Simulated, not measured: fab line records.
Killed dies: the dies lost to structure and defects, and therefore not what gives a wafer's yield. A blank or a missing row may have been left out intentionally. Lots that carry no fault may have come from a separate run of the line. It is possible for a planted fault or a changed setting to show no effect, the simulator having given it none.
The tool behind it: which one? -- flow nand_harc -- 36 wafers from 12 lots sampled at 6 of the route's 1159 steps

== WHAT THE GAUGES SHOWED, per wafer ==
NHARC_A_CONTACT_INSPECT_44.
lot,measured,on,raw_defect_count
L074,day 16 09:00,defect_inspect-02,18 13 18
L076,day 16 13:53,defect_inspect-01,23 22 15
L080,day 17 16:16,defect_inspect-01,13 17 23
L081,day 18 04:14,defect_inspect-02,29 33 18
L083,day 19 03:56,defect_inspect-02,27 22 28
L085,day 18 19:28,defect_inspect-01,38 24 19
L086,day 19 15:22,defect_inspect-01,19 27 21
L089,day 20 01:05,defect_inspect-02,6 7 11
L092,day 20 18:02,defect_inspect-01,33 33 20
L093,day 21 00:22,defect_inspect-01,48 48 45
L095,day 21 23:44,defect_inspect-02,40 23 31
L097,day 22 20:49,defect_inspect-02,44 44 55

== WHICH TOOL RAN EACH LOT (tool, then ch and the chambers of the sampled wafers, then the start) ==
lot,NHARC_A_SGD_CUT_ETCH_16,NHARC_A_WL_FILL_STRIP_27,NHARC_A_WL_FILL_ALD_10,NHARC_A_WL_FILL_STRIP_29,NHARC_A_WL_FILL_ETCHBACK_17
L074,"rie_diel-12 ch 0,2, day 15 02:29 or earlier","plasma_asher-01 ch 0,1, day 15 02:29","ald_hk-01 ch 0,1,3, day 15 08:14","rie_diel-03 ch 0,1, day 15 12:32","rie_metal-03 ch 1, day 15 12:37"
L076,"rie_diel-13 ch 1,3, day 15 15:06 or earlier","plasma_asher-02 ch 0,1, day 15 15:06","ald_hk-01 ch 0,3, day 15 18:33","rie_diel-03 ch 1,2, day 15 23:16","rie_metal-01 ch 1, day 15 23:22"
L080,"rie_diel-12 ch 0,1, day 16 15:44 or earlier","plasma_asher-02 ch 0,1, day 16 15:44","ald_hk-03 ch 0,2,3, day 16 22:02","rie_diel-11 ch 0,3, day 17 01:44","rie_metal-02 ch 0,1, day 17 01:50"
L081,"rie_diel-13 ch 1,2,3, day 17 03:21 or earlier","plasma_asher-02 ch 0,1, day 17 03:21","ald_hk-03 ch 0,1,2, day 17 08:35","rie_diel-05 ch 2,3, day 17 13:24","rie_metal-02 ch 0,1, day 17 13:31"
L083,"rie_diel-08 ch 1,2,3, day 17 20:16 or earlier","plasma_asher-01 ch 0,1, day 17 20:16","ald_hk-03 ch 0,2,3, day 18 08:29","rie_diel-03 ch 1,2,3, day 18 12:40","rie_metal-01 ch 0,1, day 18 12:45"
L085,"rie_diel-13 ch 1,2,3, day 17 15:11 or earlier","plasma_asher-01 ch 0,1, day 17 15:11","ald_hk-01 ch 1,2, day 17 21:12","rie_diel-05 ch 1,2,3, day 18 01:26","rie_metal-01 ch 1, day 18 01:32"
L086,"rie_diel-13 ch 0,1,3, day 18 11:10 or earlier","plasma_asher-02 ch 0,1, day 18 11:10","ald_hk-01 ch 0,2,3, day 18 17:01","rie_diel-05 ch 0,2,3, day 18 21:49","rie_metal-01 ch 0,1, day 18 21:54"
L089,"rie_diel-13 ch 0,2,3, day 18 22:18 or earlier","plasma_asher-02 ch 0,1, day 18 22:18","ald_hk-02 ch 2,3, day 19 04:18","rie_diel-05 ch 1,2, day 19 08:31","rie_metal-02 ch 0,1, day 19 08:41"
L092,"rie_diel-13 ch 2,3, day 19 14:02 or earlier","plasma_asher-01 ch 0,1, day 19 14:02","ald_hk-02 ch 0,1,3, day 19 21:17","rie_diel-03 ch 1,2,3, day 20 01:01","rie_metal-01 ch 0,1, day 20 01:07"
L093,"rie_diel-12 ch 1,3, day 19 22:04 or earlier","plasma_asher-02 ch 0,1, day 19 22:04","ald_hk-01 ch 0,1,2, day 20 03:17","rie_diel-05 ch 1,2,3, day 20 08:02","rie_metal-02 ch 0,1, day 20 08:08"
L095,"rie_diel-13 ch 0,1,3, day 20 15:05 or earlier","plasma_asher-01 ch 0,1, day 20 15:05","ald_hk-03 ch 0,1,3, day 20 23:26","rie_diel-03 ch 0,1,3, day 21 04:10","rie_metal-02 ch 0,1, day 21 04:16"
L097,"rie_diel-13 ch 0,1,3, day 21 16:21 or earlier","plasma_asher-01 ch 1, day 21 16:21","ald_hk-01 ch 1,2,3, day 21 21:17","rie_diel-11 ch 1,3, day 22 02:02","rie_metal-01 ch 0, day 22 02:09"
- NHARC_A_SGD_CUT_ETCH_16: etches the open film in C4F8/O2/Ar, target depth 310.5 nm, time 155.2 s.
- NHARC_A_WL_FILL_STRIP_27: strips in N2/H2, time 20 s.
- NHARC_A_WL_FILL_ALD_10: deposits SiO2, target thk 50 nm, pulse time 10 s, ald cycles 500.
- NHARC_A_WL_FILL_STRIP_29: strips in O2, time 20 s.
- NHARC_A_WL_FILL_ETCHBACK_17: etches the open film in Cl2/BCl3, target depth 4 nm, time 26.7 s.

== THE ANSWER, worked out from the rows above alone ==
Rule: the usual values come from the lots themselves. The widest of any qualifying gaps counts: lots, ordered by their means at a reading, are off when they make up no more than a third of the lots, leave a main group of 4 or more, and stand apart from it by 3 or more times the standard deviation of that group's means. The tables above print the reading to a certain number of digits; a main group whose means all agree to those digits is not used. Also off: a lot with no number at a reading for which 4 or more lots have one. All remaining lots with rows at the step are treated as sound.
No lot is off on any of the readings shown, so nothing can be concluded from this.

== WHAT THE SIMULATOR PUT IN ==
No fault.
